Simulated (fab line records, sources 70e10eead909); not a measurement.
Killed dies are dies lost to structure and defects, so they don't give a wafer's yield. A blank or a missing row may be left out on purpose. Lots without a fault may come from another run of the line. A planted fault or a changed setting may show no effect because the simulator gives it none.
Which tool did it? | flow nand_harc | 14 lots, 42 wafers sampled, at 5 steps of a route of 1159

WHAT THE GAUGES READ, wafer by wafer
NHARC_THIN_TSV_CD_MEAS_37. Usual: cd_nm 5002 nm, standard deviation 3.6.
lot  | measured     | on        | cd_nm (nm)     | flag
L211 | day 19 14:22 | cd_sem-02 | 5004 5000 5001 |
L212 | day 19 18:16 | cd_sem-01 | 5003 5001 5002 |
L215 | day 20 11:31 | cd_sem-03 | 4997 4996 5004 |
L216 | day 20 12:14 | cd_sem-02 | 5008 4997 5001 |
L217 | day 20 16:10 | cd_sem-02 | 5000 5003 5001 |
L218 | day 21 16:08 | cd_sem-03 | 5005 5004 5004 |
L220 | day 21 14:52 | cd_sem-02 | 5007 5002 4998 |
L219 | day 22 04:23 | cd_sem-02 | 4997 5001 5008 |
L222 | day 23 01:13 | cd_sem-01 | 5005 5008 5010 |
L223 | day 23 06:17 | cd_sem-02 | 5002 5002 5001 |
L225 | day 23 17:01 | cd_sem-02 | 4997 5008 5002 |
L227 | day 23 22:50 | cd_sem-03 | 5004 5000 5004 |
L230 | day 24 02:11 | cd_sem-03 | 5003 5001 5001 |
L233 | day 24 11:03 | cd_sem-02 | 4999 4998 4998 |

NHARC_END_SORT_01. Usual: killed_at_array 30, standard deviation 10; killed_at_other 0.5, standard deviation 0.82; killed_at_periphery 2.9, standard deviation 2; killed_dies 34, standard deviation 11; killed_open 3.2, standard deviation 1.8; killed_short 2.0, standard deviation 1.4.
lot  | measured     | on        | killed_at_array | killed_at_other | killed_at_periphery | killed_dies | killed_open | killed_short | flag
L218 | day 21 22:35 | prober-02 | 31 32 28        | 2 2 1           | 0 0 3               | 33 34 32    | 4 3 3       | 1 0 1        |
L220 | day 22 00:08 | prober-01 | 18 19 25        | 1 0 0           | 2 3 1               | 21 22 26    | 2 1 1       | 1 2 2        |
L222 | day 23 08:32 | prober-01 | 15 16 17        | 1 0 1           | 2 4 6               | 18 20 24    | 1 5 3       | 1 2 3        |
L223 | day 23 16:49 | prober-02 | 40              | 0               | 3                   | 43          | 1           | 1            |
L225 | day 23 23:53 | prober-02 | 42 327 25       | 0 0 2           | 3 3 4               | 45 330 31   | 8 2 3       | 1 4 2        | OFF
L227 | day 24 15:31 | prober-02 | 37 36 40        | 0 0 1           | 6 4 2               | 43 40 43    | 5 2 6       | 3 2 2        |
L230 | day 24 22:11 | prober-01 | 336 15 28       | 1 1 0           | 1 3 5               | 338 19 33   | 4 3 1       | 4 1 1        | OFF

WHICH TOOL RAN EACH LOT (tool, then ch and the chambers of the sampled wafers, then the start)
lot  | NHARC_A_BLC_ETCH_18                | NHARC_THIN_TSV_CMP_01         | NHARC_THIN_TSV_STRIP_45
L211 | rie_diel-08 ch 0,1,2, day 17 19:22 | cmp-04 ch 0,1,2, day 19 04:52 | plasma_asher-01 ch 0,1, day 19 07:17
L212 | rie_diel-03 ch 0,2, day 18 03:33   | cmp-04 ch 0,1,2, day 19 09:03 | plasma_asher-02 ch 0,1, day 19 11:16
L215 | rie_diel-08 ch 0,1,3, day 18 19:09 | cmp-03 ch 0,2,3, day 20 02:23 | plasma_asher-02 ch 0,1, day 20 04:52
L216 | rie_diel-03 ch 1,2,3, day 19 02:36 | cmp-02 ch 1,2, day 20 03:35   | plasma_asher-02 ch 0,1, day 20 06:01
L217 | rie_diel-03 ch 1,3, day 19 05:32   | cmp-02 ch 0,2,3, day 20 07:25 | plasma_asher-02 ch 0,1, day 20 09:51
L218 | rie_diel-08 ch 0,1, day 19 18:50   | cmp-02 ch 0,2,3, day 21 07:17 | plasma_asher-01 ch 0,1, day 21 09:38
L220 | rie_diel-03 ch 0,2,3, day 19 19:03 | cmp-04 ch 1,2,3, day 21 06:07 | plasma_asher-02 ch 0,1, day 21 08:39
L219 | rie_diel-08 ch 0,2, day 20 16:50   | cmp-03 ch 0,2,3, day 21 19:42 | plasma_asher-01 ch 0, day 21 21:58
L222 | rie_diel-08 ch 0,2, day 21 00:36   | cmp-04 ch 1,2, day 22 16:16   | plasma_asher-01 ch 0,1, day 22 18:53
L223 | rie_diel-03 ch 0,1,3, day 21 01:10 | cmp-03 ch 1,2,3, day 22 17:31 | plasma_asher-02 ch 0,1, day 22 20:00
L225 | rie_diel-08 ch 0,1, day 21 16:37   | cmp-03 ch 0,3, day 23 06:28   | plasma_asher-01 ch 1, day 23 08:48
L227 | rie_diel-03 ch 0,1,3, day 21 20:51 | cmp-03 ch 1,2,3, day 23 10:47 | plasma_asher-01 ch 0, day 23 14:21
L230 | rie_diel-08 ch 0,1,2, day 22 10:08 | cmp-03 ch 1,2,3, day 23 16:32 | plasma_asher-02 ch 0,1, day 23 19:53
L233 | rie_diel-03 ch 1,2,3, day 22 21:47 | cmp-03 ch 1,2,3, day 24 02:19 | plasma_asher-02 ch 0,1, day 24 04:41
- NHARC_A_BLC_ETCH_18: etches the open film in C4F8/O2/Ar, target depth 910 nm.
- NHARC_THIN_TSV_CMP_01: polishes.
- NHARC_THIN_TSV_STRIP_45: strips in O2.

WHAT THE TOOLS THEMSELVES READ (means of the sampled wafers that have a number; where no wafer has one, the mark that the record gives instead)
NHARC_A_BLC_ETCH_18. Usual: oes_product_au 0.955 a.u., standard deviation 0.023; rf_vpp_V 976 V, standard deviation 5.1.
lot  | tool        | oes_product_au (a.u.) | rf_vpp_V (V) | flag
L211 | rie_diel-08 | 0.928                 | 977          |
L212 | rie_diel-03 | 0.966                 | 974          |
L215 | rie_diel-08 | 0.979                 | 977          |
L216 | rie_diel-03 | 0.977                 | 974          |
L217 | rie_diel-03 | 0.980                 | 973          |
L218 | rie_diel-08 | 0.930                 | 979          |
L220 | rie_diel-03 | 0.920                 | 975          |
L219 | rie_diel-08 | 0.932                 | 974          |
L222 | rie_diel-08 | 0.963                 | 975          |
L223 | rie_diel-03 | 0.963                 | 974          |
L225 | rie_diel-08 | 0.935                 | 979          |
L227 | rie_diel-03 | 0.926                 | 974          |
L230 | rie_diel-08 | 0.960                 | 977          |
L233 | rie_diel-03 | 0.932                 | 973          |

NHARC_THIN_TSV_CMP_01. Usual: motor_current_A 12.2 A, standard deviation 1.2; retaining_ring_pressure_frac 1.000, standard deviation 0.0053.
lot  | tool   | motor_current_A (A) | retaining_ring_pressure_frac | flag
L211 | cmp-04 | 13.1                | 0.999                        |
L212 | cmp-04 | 12.9                | 0.999                        |
L215 | cmp-03 | 11.0                | 0.998                        |
L216 | cmp-02 | 12.4                | 1.000                        |
L217 | cmp-02 | 11.5                | 1.003                        |
L218 | cmp-02 | 12.0                | 0.999                        |
L220 | cmp-04 | 13.3                | 0.999                        |
L219 | cmp-03 | 11.3                | 1.001                        |
L222 | cmp-04 | 12.9                | 1.001                        |
L223 | cmp-03 | 12.1                | 1.003                        |
L225 | cmp-03 | 11.6                | 1.009                        |
L227 | cmp-03 | 12.2                | 0.999                        |
L230 | cmp-03 | 11.6                | 1.003                        |
L233 | cmp-03 | 11.5                | 1.000                        |

NHARC_THIN_TSV_STRIP_45. Usual: drypump_motor_current_A 5.6 A, standard deviation 0.34; heater_power_w 314 W, standard deviation 19.
lot  | tool            | drypump_motor_current_A (A) | heater_power_w (W) | flag
L211 | plasma_asher-01 | 5.8                         | 325                |
L212 | plasma_asher-02 | 5.4                         | 312                |
L215 | plasma_asher-02 | 5.6                         | 300                |
L216 | plasma_asher-02 | 5.4                         | 309                |
L217 | plasma_asher-02 | 5.5                         | 301                |
L218 | plasma_asher-01 | 5.6                         | 328                |
L220 | plasma_asher-02 | 5.5                         | 303                |
L219 | plasma_asher-01 | 5.4                         | 345                |
L222 | plasma_asher-01 | 5.6                         | 329                |
L223 | plasma_asher-02 | 5.4                         | 309                |
L225 | plasma_asher-01 | 6.1                         | 302                |
L227 | plasma_asher-01 | 5.4                         | 338                |
L230 | plasma_asher-02 | 5.4                         | 304                |
L233 | plasma_asher-02 | 5.4                         | 303                |

THE ANSWER, worked out from the rows above alone
Rule: a lot is off if the mean of its wafers that have a number lies more than 3 standard deviations from the usual mean. A lot without any number at a reading at which 4 lots or more have one is off too. The other lots that the step has rows for count as sound. The gauges are gone through in route order, then the tools' own readings, and for those a lot's mean is taken as printed above. The first step at which some lot is off is used, and at that step the reading that is off furthest; a lot without a number counts as furthest.
Off: L225, L230, at NHARC_END_SORT_01 (killed_at_array). Neither off nor sound, because the step has no rows for them: L211, L212, L215, L216, L217, L219, L233.
A tool fits if, at a process step before that reading, it ran every lot that is off, and no sound lot after the first of them. The gauges at NHARC_END_SORT_01 are tried like those tools. One fits: rie_diel-08 at NHARC_A_BLC_ETCH_18. Its last sound lot is L222 (day 21 00:36), its first lot that is off L225 (day 21 16:37): a fault that began between those two fits.

WHAT THE SIMULATOR HAD PUT IN
Process parameter drift: rie_diel-08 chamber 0, from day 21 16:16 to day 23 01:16, at NHARC_A_BLC_ETCH_18. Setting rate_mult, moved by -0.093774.
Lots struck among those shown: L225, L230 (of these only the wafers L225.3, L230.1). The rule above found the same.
